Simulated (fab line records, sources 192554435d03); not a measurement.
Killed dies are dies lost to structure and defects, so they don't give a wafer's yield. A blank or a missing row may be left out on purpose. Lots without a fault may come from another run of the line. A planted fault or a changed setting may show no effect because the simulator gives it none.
Chamber matching | flow n5_finfet | N5_FIN_SAQP_SPACER1_ETCHBACK_25 on rie_diel-04: 4 sister chambers
The step etches SiO2 in CHF3/O2, target depth 24.4 nm, time 12.2 s. 8 wafers are shown with their chamber, then 7 later ones without.

WAFERS WITH THEIR CHAMBER
wafer  | chamber | showerhead_plenum_p_Torr (Torr) | drypump_motor_current_A (A)
L076.2 | 0       | 2.51                            | 5.7
L083.1 | 1       | 2.30                            | 5.8
L083.5 | 3       | 2.44                            | 5.1
L086.1 | 0       | 2.50                            | 5.8
L086.2 | 1       | 2.30                            | 5.9
L086.4 | 2       | 2.37                            | 6.3
L089.1 | 2       | 2.37                            | 6.3
L089.2 | 3       | 2.44                            | 5.1

WAFERS WITHOUT THEIR CHAMBER
wafer  | showerhead_plenum_p_Torr (Torr) | drypump_motor_current_A (A)
L089.6 | 2.44                            | 5.1
L094.1 | 2.29                            | 5.9
L094.4 | 2.37                            | 6.3
L094.5 | 2.43                            | 5.1
L096.3 | 2.37                            | 6.3
L096.5 | 2.29                            | 5.9
L096.6 | 2.37                            | 6.3

WHICH CHAMBER EACH WENT THROUGH
wafer  | from the rows above | in truth
L089.6 | 3                   | 3
L094.1 | 1                   | 1
L094.4 | 2                   | 2
L094.5 | 3                   | 3
L096.3 | 2                   | 2
L096.5 | 1                   | 1
L096.6 | 2                   | 2
Placed correctly: 7 of 7. Can't be placed from these rows: 0. Placed wrongly: 0.
How it was worked out, from the rows above alone: a wafer's distance from a chamber is the root of the sum, over the readings, of the square of ((its reading less the chamber's mean) divided by the reading's scatter). The wafer belongs to the nearest chamber; if the next one is less than 2 further off, it can't be placed. A chamber's mean is the mean of its shown wafers. The scatter: the root of (the sum of the squares of (reading less its chamber's mean) over the shown wafers, divided by (wafers less chambers)).
